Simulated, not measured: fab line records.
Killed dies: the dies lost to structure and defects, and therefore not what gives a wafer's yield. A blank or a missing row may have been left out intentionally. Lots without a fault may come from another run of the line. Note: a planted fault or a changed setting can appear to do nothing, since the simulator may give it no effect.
Which of the tools did it?	flow n5 finfet	9 lots with 27 wafers sampled at 4 steps, on a route of 1938 steps

== WHAT THE GAUGES SHOWED, per wafer ==
N5_BEOL_M3_OCD_MEAS_38.
lot	measured	on	trench depth nm (nm)
L583	day 7 05:44	ocd-02	53.2 54.7 54.6
L586	day 8 07:28	ocd-01	54.6 55.1 53.1
L588	day 8 10:26	ocd-02	58.6 54.9 55.8
L590	day 8 14:04	ocd-01	56.2 54.8 55.7
L592	day 9 13:47	ocd-02	76.1 57.4 56.5
L599	day 11 13:28	ocd-01	58.9 59.1 55.1
L600	day 11 16:33	ocd-02	54.1 58.1 54.9
L603	day 12 06:10	ocd-02	59.0 53.2 58.8
L605	day 13 00:25	ocd-02	57.0 57.5 58.2

== EACH LOT AND THE TOOL THAT RAN IT (in order: tool; ch and the chambers of the sampled wafers; start) ==
lot	N5_BEOL_M3_VIA_ETCH_34	N5_BEOL_M3_TRENCH_ETCH_37	N5_BEOL_M3_STRIP_97
L583	rie diel-01 ch 0,1,3, day 7 05:29	rie diel-01 ch 0,1,3, day 7 05:35	rie diel-01 ch 0,1,3, day 7 05:44 or earlier
L586	rie diel-01 ch 0,1,3, day 8 07:13	rie diel-01 ch 0,1,3, day 8 07:19	rie diel-01 ch 0,1,3, day 8 07:28 or earlier
L588	rie diel-05 ch 0,2,3, day 8 10:11	rie diel-05 ch 0,2,3, day 8 10:17	rie diel-05 ch 0,2,3, day 8 10:26 or earlier
L590	rie diel-03 ch 0,1, day 8 13:49	rie diel-03 ch 0,1, day 8 13:55	rie diel-03 ch 0,1, day 8 14:04 or earlier
L592	rie diel-03 ch 0,1,2, day 9 13:31	rie diel-03 ch 0,1,2, day 9 13:37	rie diel-03 ch 0,1,2, day 9 13:47 or earlier
L599	rie diel-05 ch 2,3, day 11 13:12	rie diel-05 ch 2,3, day 11 13:18	rie diel-05 ch 2,3, day 11 13:28 or earlier
L600	rie diel-01 ch 0,1, day 11 16:18	rie diel-01 ch 0,1, day 11 16:24	rie diel-01 ch 0,1, day 11 16:33 or earlier
L603	rie diel-05 ch 1,3, day 12 05:55	rie diel-05 ch 1,3, day 12 06:01	rie diel-05 ch 1,3, day 12 06:10 or earlier
L605	rie diel-03 ch 1,3, day 13 00:10	rie diel-03 ch 1,3, day 13 00:16	rie diel-03 ch 1,3, day 13 00:25 or earlier
- N5_BEOL_M3_VIA_ETCH_34: etches the open film in C4F6/O2, target depth 69.4 nm, time 65.9 s.
- N5_BEOL_M3_TRENCH_ETCH_37: etches SiOC in C4F6/O2, target depth 55.555 nm, time 29.2 s.
- N5_BEOL_M3_STRIP_97: strips in N2/H2, time 10 s.

== THE ANSWER, worked out from the rows above alone ==
Rule: the lots themselves supply what counts as usual. The widest of any qualifying gaps counts: lots, ordered by their means at a reading, are off when they make up no more than a third of the lots, leave a main group of 4 or more, and stand apart from it by 3 or more times the standard deviation of that group's means. A main group whose means are all the same, to the digits that the tables above print for the reading, isn't used. Also off: a lot with no number at a reading for which 4 or more lots have one. Where the step has rows for the other lots, those lots are counted as sound.
Off: L592 (N5_BEOL_M3_OCD_MEAS_38, trench depth nm). For the main group the mean is 56.1 nm and the standard deviation 1.3.
If a tool, at a process step before that reading, ran all the lots that are off and no sound lot after the first of them, it fits. Those tools and the gauges at N5_BEOL_M3_OCD_MEAS_38 are tried in the same way. N5_BEOL_M3_STRIP_97 gives no start for some lots, so the hours and the order of its lots are those of N5_BEOL_M3_OCD_MEAS_38. None of those tried fits.

== WHAT HAD BEEN PUT IN BY THE SIMULATOR ==
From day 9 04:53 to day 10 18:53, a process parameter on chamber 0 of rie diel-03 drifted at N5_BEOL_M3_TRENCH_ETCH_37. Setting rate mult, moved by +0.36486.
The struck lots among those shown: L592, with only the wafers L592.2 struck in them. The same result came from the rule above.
